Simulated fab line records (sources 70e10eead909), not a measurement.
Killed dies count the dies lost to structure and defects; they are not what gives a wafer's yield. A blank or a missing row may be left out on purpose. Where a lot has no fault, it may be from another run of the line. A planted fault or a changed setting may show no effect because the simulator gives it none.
fab line records + flow nand_harc
[record]
- lots = 5
- wafers = 15
- last_day = 33
route steps=1302 shown A_WL_FILL@960 END@1302
lots that met no fault: from a run of the same line without faults
start_h: hours from the record's opening day to when the first of the lot's shown wafers began + wait_h: hours elapsed since this lot's preceding step + " identical to the entry in the row above + L1.1+2: a row that stands for several wafers + - no value, or no start given + * or withheld: withheld + < > ~ a bound
route shown NAME@n: names a module that has steps shown in the file, with the first one's number in the route + usual: mean/standard deviation taken from wafers without a fault + same: alike in all rows + chamber/n: place in a boat + sites: per-site readings + _std_site: their standard deviation + _edge_site: outer sites' mean less inner sites' + radius_mm: for every site, how far away it sits from the centre of the wafer + mask NAME#n: copy n + behind: tool/chamber where the wafer was last shaped + hold: cause of the lot's hold/its duration in hours/its outcome + device: names the non-switching transistor (n, p or np) + end of line: the tests these same wafers got at the end of their route + where a step has no rows: the recipe by itself + killed: count of dies lost to structure and defects at first sort (not the wafer's yield) + map: dies across one wafer; x = killed, . = not, _ = none there
set.NAME: the setting the step ran with; set.NAME@STEP: the setting that earlier step ran with + model.NAME: the simulator's own value behind a step, which no gauge read
lots at selected steps of the route; one table per step, one row per wafer
services: the hour from which a tool's chamber was out of use, counted from the record's first day as start_h (under 0 if before that day), plus the number of hours and why
[[steps]]
[step NHARC_A_WL_FILL_STRIP_28]
[recipe]
- time_s = 1200
- temp_c = 72.5
- chemistry = post_etch_residue_remover
[step NHARC_A_WL_FILL_PRECLEAN_06]
[recipe]
- time_s = 300
- chemistry = DIW
[step NHARC_A_WL_FILL_SRD_07]
[step NHARC_A_WL_FILL_ANNEAL_08]
[recipe]
- temp_c = 450
- time_s = 1800
[step NHARC_A_WL_FILL_ALD_10]
[recipe]
- target_thk_a = 500
- pulse_time_s = 10
- ald_cycles = 500
- temp_c = 300
- material = SiO2
[usual]
- heater_power_w = 465/32
- precursor_pulse_height_rel = 0.998/0.02
| lot.wafer | tool      | chamber | start_h | wait_h | heater_power_w | precursor_pulse_height_rel |
|-----------|-----------|---------|---------|--------|----------------|----------------------------|
| L440.3    | ald_hk-01 | 0       | 557.93  | 1.6    | 498            | 0.988                      |
| L440.5    | "         | 1       | "       | "      | 466            | 1.027                      |
| L440.6    | "         | 2       | "       | "      | 506            | 1.016                      |
| L443.2    | ald_hk-01 | 1       | 593.81  | 1.1    | 457            | 0.989                      |
| L443.4    | "         | 2       | "       | "      | 515            | 1.003                      |
| L443.6    | "         | 3       | "       | "      | 467            | 1.001                      |
| L445.3    | ald_hk-04 | 1       | 595.77  | 0.1    | 417            | 1.007                      |
| L445.4    | "         | 3       | 596.80  | 1.1    | 442            | 1.012                      |
| L445.6    | "         | 1       | 597.83  | 2.1    | 425            | 0.992                      |
| L452.1    | ald_hk-01 | 1       | 676.62  | 0.1    | 467            | 1.036                      |
| L452.4    | "         | 0       | 678.18  | 1.6    | 484            | 0.950                      |
| L452.5    | "         | 2       | 679.22  | 2.6    | 477            | 1.016                      |
| L455.4    | ald_hk-01 | 2       | 707.45  | 0.1    | 482            | 1.024                      |
| L455.3    | "         | 3       | "       | "      | 464            | 1.008                      |
| L455.2    | "         | 1       | 709.03  | 1.6    | 467            | 1.018                      |
[step NHARC_A_WL_FILL_ETCHBACK_16]
[recipe]
- target_depth_a = 1200
- time_s = 24
- c4f8_flow_sccm = withheld
- o2_flow_sccm = 8
- ar_flow_sccm = withheld
- rf_w = 600
- bias_w = 800
- chemistry = C4F8/O2/Ar
[usual]
- oes_product_au = 0.982/0.028
- rf_vpp_V = 722/5.8
| lot.wafer | tool        | chamber | start_h | wait_h | oes_product_au | rf_hours_counter_h | rf_vpp_V |
|-----------|-------------|---------|---------|--------|----------------|--------------------|----------|
| L440.3    | rie_diel-08 | 1       | -       | -      | 1.010          | 0.5                | 715      |
| L440.5    | "           | 3       | "       | "      | 1.001          | -                  | 717      |
| L440.6    | "           | 0       | "       | "      | 0.987          | -                  | 726      |
| L443.4    | rie_diel-11 | 1       | -       | -      | 0.920          | 4.3                | 729      |
| L443.2    | "           | 2       | "       | "      | 0.929          | 4.0                | 718      |
| L443.6    | "           | 0       | "       | "      | 0.928          | -                  | 718      |
| L445.3    | rie_diel-08 | 1       | -       | -      | 1.000          | 2.3                | 716      |
| L445.4    | "           | 2       | "       | "      | 1.002          | 2.2                | 715      |
| L445.6    | "           | 0       | "       | "      | 1.002          | -                  | 726      |
| L452.1    | rie_diel-11 | 1       | -       | -      | 0.979          | 1.2                | 728      |
| L452.4    | "           | 3       | "       | "      | 0.983          | -                  | 729      |
| L452.5    | "           | 1       | "       | "      | 0.969          | -                  | 731      |
| L455.3    | rie_diel-11 | 3       | -       | -      | 0.985          | 1.5                | 729      |
| L455.2    | "           | 1       | "       | "      | 0.993          | 1.7                | 729      |
| L455.4    | "           | 2       | "       | "      | 0.995          | -                  | 718      |
[step NHARC_A_WL_FILL_STRIP_29]
[recipe]
- time_s = 20
- o2_flow_sccm = 500
- ar_flow_sccm = 0
- bias_w = 0
- chemistry = O2
[usual]
- drypump_motor_current_A = 5.8/0.45
- oes_product_au = 1.001/0.0075
- rf_vpp_V = 57.7/0.89
- showerhead_plenum_p_Torr = 3.51/0.2
- throttle_valve_pct = 17.036/0.0091
| lot.wafer | tool        | chamber | start_h | wait_h | drypump_motor_current_A | oes_product_au | rf_hours_counter_h | rf_vpp_V | showerhead_plenum_p_Torr | throttle_valve_pct |
|-----------|-------------|---------|---------|--------|-------------------------|----------------|--------------------|----------|--------------------------|--------------------|
| L440.3    | rie_diel-08 | 3       | 561.16  | 0.1    | 6.7                     | 0.996          | 0.8                | 55.6     | 3.31                     | 17.041             |
| L440.6    | "           | 1       | "       | "      | 5.8                     | 1.026          | -                  | 58.9     | 3.29                     | 17.023             |
| L440.5    | "           | 2       | "       | "      | 6.0                     | 1.007          | -                  | 57.2     | 3.29                     | 17.041             |
| L443.4    | rie_diel-11 | 3       | 597.98  | 0.5    | 5.2                     | 0.997          | 4.1                | 56.9     | 3.76                     | 17.040             |
| L443.2    | "           | 1       | "       | "      | 5.5                     | 0.998          | 4.3                | 58.0     | 3.73                     | 17.029             |
| L443.6    | "           | 0       | "       | "      | 5.9                     | 0.997          | -                  | 58.7     | 3.35                     | 17.033             |
| L445.4    | rie_diel-08 | 0       | 600.51  | 0.1    | 5.7                     | 0.990          | 2.4                | 57.2     | 3.64                     | 17.030             |
| L445.3    | "           | 2       | "       | "      | 6.0                     | 0.990          | 2.2                | 57.7     | 3.29                     | 17.042             |
| L445.6    | "           | 0       | "       | "      | 5.6                     | 0.995          | -                  | 58.5     | 3.64                     | 17.030             |
| L452.1    | rie_diel-11 | 1       | 681.41  | 0.1    | 5.4                     | 1.003          | 1.2                | 57.1     | 3.72                     | 17.044             |
| L452.4    | "           | 2       | "       | "      | 5.7                     | 1.009          | -                  | 58.1     | 3.35                     | 17.022             |
| L452.5    | "           | 1       | "       | "      | 5.4                     | 0.991          | -                  | 59.2     | 3.72                     | 17.034             |
| L455.2    | rie_diel-11 | 1       | 712.27  | 0.1    | 5.4                     | 1.010          | 1.7                | 58.4     | 3.72                     | 17.061             |
| L455.3    | "           | 2       | "       | "      | 5.7                     | 1.009          | 1.8                | 56.5     | 3.35                     | 17.031             |
| L455.4    | "           | 3       | "       | "      | 5.2                     | 0.993          | -                  | 58.4     | 3.76                     | 17.036             |
[step NHARC_A_WL_FILL_ETCHBACK_17]
[recipe]
- target_depth_a = 40
- time_s = 26.7
- chemistry = Cl2/BCl3
[usual]
- drypump_motor_current_A = 5.8/0.35
- oes_product_au = 1.001/0.0071
| lot.wafer | tool         | chamber | start_h | wait_h | drypump_motor_current_A | oes_product_au | rf_hours_counter_h |
|-----------|--------------|---------|---------|--------|-------------------------|----------------|--------------------|
| L440.3    | rie_metal-01 | 1       | 561.28  | -      | 5.8                     | 0.997          | -                  |
| L440.5    | "            | 1       | "       | "      | 5.8                     | 1.001          | -                  |
| L440.6    | "            | 0       | "       | "      | 5.8                     | 0.998          | -                  |
| L443.2    | rie_metal-03 | 0       | 598.07  | -      | 5.7                     | 0.998          | 1.5                |
| L443.4    | "            | 1       | "       | "      | 6.5                     | 1.001          | -                  |
| L443.6    | "            | 0       | "       | "      | 5.7                     | 0.986          | -                  |
| L445.4    | rie_metal-02 | 0       | 600.65  | -      | 5.4                     | 0.988          | -                  |
| L445.3    | "            | 1       | "       | "      | 5.6                     | 0.991          | -                  |
| L445.6    | "            | 0       | "       | "      | 5.4                     | 0.989          | -                  |
| L452.1    | rie_metal-01 | 1       | 681.50  | -      | 5.7                     | 1.012          | 2.3                |
| L452.4    | "            | 0       | "       | "      | 5.8                     | 0.999          | -                  |
| L452.5    | "            | 1       | "       | "      | 5.7                     | 1.010          | -                  |
| L455.2    | rie_metal-03 | 0       | 712.36  | -      | 5.7                     | 0.987          | 0                  |
| L455.3    | "            | 0       | "       | "      | 5.7                     | 1.008          | -                  |
| L455.4    | "            | 1       | "       | "      | 6.5                     | 0.998          | -                  |
[step NHARC_A_WL_FILL_PRECLEAN_18]
[recipe]
- time_s = 30
- chemistry = dHF
[step NHARC_A_WL_FILL_SRD_21]
[step NHARC_A_WL_FILL_CVD_23]
[recipe]
- target_thk_a = 400
- temp_c = 620
- pressure_mtorr = 200
- time_s = 800
- material = poly-Si
[step NHARC_A_WL_FILL_ETCHBACK_26]
[recipe]
- target_depth_a = 520
- time_s = 13.3
- hbr_flow_sccm = 150
- rf_w = 350
- icp_w = 350
- bias_w = 60
- chemistry = HBr
[usual]
- drypump_motor_current_A = 5.69/0.3
- hbr_flow_sccm = 150.0/0.44
- oes_product_au = 1.001/0.0073
- throttle_valve_pct = 23.266/0.0099
| lot.wafer | tool      | chamber | start_h | wait_h | drypump_motor_current_A | hbr_flow_sccm | oes_product_au | rf_hours_counter_h | throttle_valve_pct |
|-----------|-----------|---------|---------|--------|-------------------------|---------------|----------------|--------------------|--------------------|
| L440.3    | rie_si-02 | 2       | 566.51  | 0.4    | 5.68                    | 150.0         | 1.002          | 0.49               | 23.263             |
| L440.6    | "         | 0       | "       | "      | 5.49                    | 149.7         | 1.004          | -                  | 23.262             |
| L440.5    | "         | 1       | "       | "      | 5.35                    | 149.5         | 0.993          | -                  | 23.258             |
| L443.2    | rie_si-02 | 3       | 603.33  | 0.4    | 5.96                    | 149.4         | 1.010          | 0.83               | 23.268             |
| L443.4    | "         | 0       | "       | "      | 5.52                    | 149.3         | 1.003          | 0.77               | 23.285             |
| L443.6    | "         | 2       | "       | "      | 5.71                    | 150.0         | 1.011          | -                  | 23.268             |
| L445.4    | rie_si-02 | 2       | 605.82  | 0.4    | 5.68                    | 149.0         | 1.003          | 0.78               | 23.281             |
| L445.3    | "         | 0       | "       | "      | 5.55                    | 149.7         | 0.839          | 0.79               | 23.268             |
| L445.6    | "         | 1       | "       | "      | 5.39                    | 149.4         | 1.002          | -                  | 23.254             |
| L452.4    | rie_si-05 | 1       | 686.75  | 0.4    | 6.07                    | 150.3         | 1.000          | 0.24               | 23.278             |
| L452.1    | "         | 2       | "       | "      | 6.09                    | 150.2         | 0.987          | 0.22               | 23.251             |
| L452.5    | "         | 0       | "       | "      | 5.53                    | 150.1         | 1.001          | -                  | 23.272             |
| L455.4    | rie_si-05 | 2       | 717.62  | 0.4    | 6.09                    | 150.6         | 0.986          | 0.42               | 23.275             |
| L455.2    | "         | 3       | "       | "      | 6.46                    | 149.4         | 1.007          | 0.30               | 23.266             |
| L455.3    | "         | 0       | "       | "      | 5.51                    | 149.9         | 0.992          | 0.25               | 23.274             |
[step NHARC_A_WL_FILL_PRECLEAN_30]
[recipe]
- time_s = 10
- chemistry = dHF
[step NHARC_END_SORT_01]
[recipe]
- temp_c = 25
[usual]
- killed_at_array = 53/18
- killed_at_other = 0.9/1.3
- killed_at_periphery = 4/3.1
- killed_dies = 58/18
- killed_open = 3.4/2
- killed_short = 2.5/1.8
[same]
- gross_dies = 677
| lot.wafer | tool      | chamber | start_h | wait_h | killed_at_array | killed_at_other | killed_at_periphery | killed_dies | killed_open | killed_short |
|-----------|-----------|---------|---------|--------|-----------------|-----------------|---------------------|-------------|-------------|--------------|
| L440.3    | prober-01 | 0       | 644.37  | 3.1    | 98              | 2               | 0                   | 100         | 2           | 2            |
| L440.5    | prober-01 | 0       | 645.96  | 3.7    | 99              | 0               | 4                   | 103         | 3           | 1            |
| L440.6    | prober-01 | 0       | 646.76  | 4.0    | 100             | 2               | 2                   | 104         | 1           | 0            |
| L443.2    | prober-01 | 0       | 690.31  | 2.8    | 45              | 0               | 6                   | 51          | 6           | 4            |
| L443.4    | prober-01 | 0       | 691.91  | 3.4    | 38              | 0               | 1                   | 39          | 1           | 4            |
| L443.6    | prober-01 | 0       | 693.52  | 4.0    | 34              | 1               | 4                   | 39          | 4           | 6            |
| L445.3    | prober-02 | 0       | 691.09  | 3.1    | 28              | 0               | 1                   | 29          | 1           | 2            |
| L445.4    | prober-02 | 0       | 691.89  | 3.4    | 39              | 1               | 3                   | 43          | 4           | 2            |
| L445.6    | prober-02 | 0       | 693.50  | 4.0    | 35              | 0               | 0                   | 35          | 1           | 5            |
| L452.1    | prober-01 | 0       | 771.47  | 2.5    | 63              | 0               | 3                   | 66          | 7           | 5            |
| L452.4    | prober-01 | 0       | 773.93  | 3.5    | 65              | 3               | 4                   | 72          | 2           | 2            |
| L452.5    | prober-01 | 0       | 774.75  | 3.8    | 56              | 2               | 5                   | 63          | 4           | 0            |
| L455.2    | prober-01 | 0       | 794.88  | 2.8    | 74              | 1               | 5                   | 80          | 6           | 4            |
| L455.3    | prober-01 | 0       | 795.69  | 3.1    | 43              | 1               | 2                   | 46          | 3           | 0            |
| L455.4    | prober-01 | 0       | 796.49  | 3.4    | 50              | 1               | 4                   | 55          | 2           | 2            |
// killed by level:class
L440.3 A_CHANNEL_HOLE_D2:chamber_film_flake=37 A_SLIT:chamber_film_flake=29 A_CHANNEL_HOLE_D1:chamber_film_flake=19 A_CONTACT:chamber_film_flake=8 A_CHANNEL_HOLE_D1:geometric_particle:open=1 A_DECK1_JOINT:geometric_particle:open=1 A_WL_FILL:geometric_particle:short=1 STARTING-WAFER:geometric_particle:short=1
L440.5 A_CHANNEL_HOLE_D1:chamber_film_flake=36 A_SLIT:chamber_film_flake=28 A_CHANNEL_HOLE_D2:chamber_film_flake=23 A_CONTACT:chamber_film_flake=9 P_CONTACT:geometric_particle:open=1 P_M1:geometric_particle:open=1 A_ONON_D1:geometric_particle:short=1 A_CHANNEL_FILL_D1:geometric_particle:open=1
L440.6 A_CHANNEL_HOLE_D2:chamber_film_flake=38 A_SLIT:chamber_film_flake=30 A_CHANNEL_HOLE_D1:chamber_film_flake=18 A_CONTACT:chamber_film_flake=8 A_DECK1_JOINT:chamber_film_flake=3 P_CONTACT:chamber_film_flake=2 THIN_TSV:chamber_film_flake=2 A_CHANNEL_FILL_D2:geometric_particle:open=1
L443.2 A_CHANNEL_HOLE_D1:chamber_film_flake=17 A_CONTACT:chamber_film_flake=8 A_CHANNEL_FILL_D1:chamber_film_flake=4 A_CHANNEL_FILL_D1:geometric_particle:open=3 A_DECK1_JOINT:chamber_film_flake=3 P_GATE:chamber_film_flake=2 P_CONTACT:chamber_film_flake=2 A_ZERO_WELL:chamber_film_flake=2
L445.3 A_CHANNEL_HOLE_D1:chamber_film_flake=18 A_STAIRCASE:chamber_film_flake=2 A_SLIT:chamber_film_flake=2 A_WL_FILL:chamber_film_flake=2 P_M0:geometric_particle:open=1 A_ONON_D1:geometric_particle:short=1 A_CHANNEL_FILL_D1:geometric_particle:short=1 A_CHANNEL_FILL_D2:chamber_film_flake=1
L445.4 A_CHANNEL_HOLE_D1:chamber_film_flake=27 A_STAIRCASE:chamber_film_flake=3 P_M0:geometric_particle:open=1 A_ONON_D1:geometric_particle:short=1 A_CHANNEL_HOLE_D1:geometric_particle:short=1 A_CHANNEL_HOLE_D1:geometric_particle:open=1 A_CHANNEL_HOLE_D2:geometric_particle:open=1 A_CONTACT:geometric_particle:open=1
L443.4 A_CHANNEL_HOLE_D1:chamber_film_flake=16 A_CONTACT:chamber_film_flake=11 A_CHANNEL_FILL_D2:chamber_film_flake=3 A_CHANNEL_FILL_D2:geometric_particle:short=2 A_CHANNEL_FILL_D1:chamber_film_flake=2 A_STAIRCASE:chamber_film_flake=2 P_CONTACT:geometric_particle:short=1 A_ONON_D2:geometric_particle:open=1
L445.6 A_CHANNEL_HOLE_D1:chamber_film_flake=21 A_SLIT:chamber_film_flake=4 A_CHANNEL_FILL_D2:geometric_particle:short=2 A_WL_FILL:chamber_film_flake=2 A_CHANNEL_HOLE_D1:geometric_particle:short=1 A_ONON_D2:geometric_particle:short=1 A_STAIRCASE:geometric_particle:open=1 A_WL_FILL:geometric_particle:short=1
L443.6 A_CHANNEL_HOLE_D1:chamber_film_flake=17 A_CHANNEL_FILL_D2:chamber_film_flake=2 A_STAIRCASE:chamber_film_flake=2 A_WL_FILL:chamber_film_flake=2 A_CONTACT:chamber_film_flake=2 P_M0:geometric_particle:short=1 P_M2:geometric_particle:open=1 A_ONON_D1:geometric_particle:short=1
L452.1 A_CHANNEL_HOLE_D2:chamber_film_flake=20 A_CHANNEL_HOLE_D1:chamber_film_flake=13 A_CONTACT:chamber_film_flake=10 A_SLIT:chamber_film_flake=4 A_CHANNEL_HOLE_D2:geometric_particle:short=2 A_CHANNEL_FILL_D2:geometric_particle:open=2 A_STAIRCASE:chamber_film_flake=2 A_WL_FILL:chamber_film_flake=2
L452.4 A_CHANNEL_HOLE_D2:chamber_film_flake=24 A_CHANNEL_HOLE_D1:chamber_film_flake=12 A_CONTACT:chamber_film_flake=12 A_SLIT:chamber_film_flake=10 P_GATE:chamber_film_flake=3 THIN_TSV:chamber_film_flake=3 A_ONON_D1:geometric_particle:short=1 A_CHANNEL_HOLE_D2:geometric_particle:open=1
L452.5 A_CHANNEL_HOLE_D2:chamber_film_flake=27 A_CHANNEL_HOLE_D1:chamber_film_flake=9 A_SLIT:chamber_film_flake=8 A_CONTACT:chamber_film_flake=5 P_GATE:chamber_film_flake=3 A_ONON_D2:geometric_particle:open=2 A_STAIRCASE:chamber_film_flake=2 P_CONTACT:geometric_particle:open=1
L455.2 A_CHANNEL_HOLE_D2:chamber_film_flake=21 A_SLIT:chamber_film_flake=21 A_CONTACT:chamber_film_flake=10 A_CHANNEL_HOLE_D1:chamber_film_flake=9 A_BLC:geometric_particle:open=2 A_CHANNEL_FILL_D2:chamber_film_flake=2 A_WL_FILL:chamber_film_flake=2 P_M0:geometric_particle:open=1
L455.3 A_CHANNEL_HOLE_D2:chamber_film_flake=16 A_SLIT:chamber_film_flake=14 A_CONTACT:chamber_film_flake=5 A_CHANNEL_HOLE_D1:chamber_film_flake=3 A_WL_FILL:chamber_film_flake=2 A_SOURCE_PLATE:geometric_particle:open=1 A_ONON_D2:geometric_particle:open=1 A_WL_FILL:geometric_particle:open=1
L455.4 A_CHANNEL_HOLE_D2:chamber_film_flake=15 A_SLIT:chamber_film_flake=15 A_CHANNEL_HOLE_D1:chamber_film_flake=7 A_CONTACT:chamber_film_flake=6 P_ZERO_WELL:chamber_film_flake=2 A_CHANNEL_FILL_D1:chamber_film_flake=2 A_STAIRCASE:chamber_film_flake=2 P_M0:geometric_particle:short=1
[[services]]
| tool         | chamber | start_h | hours | kind   |
|--------------|---------|---------|-------|--------|
| rie_si-02    | 2       | 536.42  | 8.7   | repair |
| rie_diel-08  | -       | 544.80  | 9.0   | pm     |
| rie_diel-11  | 0       | 548.98  | -     | clean  |
| rie_diel-11  | 1       | 548.98  | -     | clean  |
| rie_diel-11  | 2       | 548.98  | -     | clean  |
| rie_diel-11  | 3       | 548.98  | -     | clean  |
| ald_hk-01    | -       | 552.15  | 0.6   | repair |
| rie_metal-02 | 1       | 563.79  | 7.0   | repair |
| rie_metal-01 | -       | 575.11  | 9.0   | pm     |
| rie_si-02    | 1       | 608.78  | 4.6   | repair |
| ald_hk-04    | -       | 614.01  | 10.0  | pm     |
| rie_diel-11  | -       | 619.05  | 9.0   | pm     |
| rie_metal-01 | 0       | 630.73  | 3.7   | repair |
| rie_metal-02 | -       | 631.00  | 9.0   | pm     |
| rie_si-02    | -       | 631.00  | 9.0   | pm     |
| rie_si-05    | 0       | 646.90  | 34.3  | repair |
| rie_si-05    | -       | 659.00  | 9.0   | pm     |
| rie_diel-11  | 3       | 668.51  | 6.2   | repair |
| rie_diel-11  | 0       | 676.86  | 7.8   | repair |
| rie_diel-11  | 1       | 685.87  | 15.6  | repair |
| rie_diel-08  | -       | 690.97  | 0.2   | repair |
| rie_metal-03 | -       | 696.00  | 9.0   | pm     |
| rie_diel-08  | 3       | 709.80  | 1.3   | repair |
| rie_diel-11  | 2       | 712.76  | 12.1  | repair |
[[key]]
[first_sign]
- step = NHARC_A_WL_FILL_ETCHBACK_26
- reading = oes_product_au
- direction = down
- sigmas = 22
- usual = 1.001
- struck = 0.839
effect none on later readings
met_at NHARC_A_WL_FILL_ETCHBACK_26
struck_wafers L445.3
tester_left_out L445
onset_between 603.33 605.82
[fault]
- kind = process_parameter_drift
- tool = rie_si-02
- chamber = 0
- onset_h = 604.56
- steps = NHARC_A_WL_FILL_ETCHBACK_26
- channel = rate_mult
- offset = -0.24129
- shape = step
- end_h = 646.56
// tester_left_out: of these lots the tester's yield and bins aren't shown, on N5 and GAA mostly nor the transistor test; their killed dies are dies lost to structure and defects alone, not to doping, threshold or leakage, so they don't give the yield
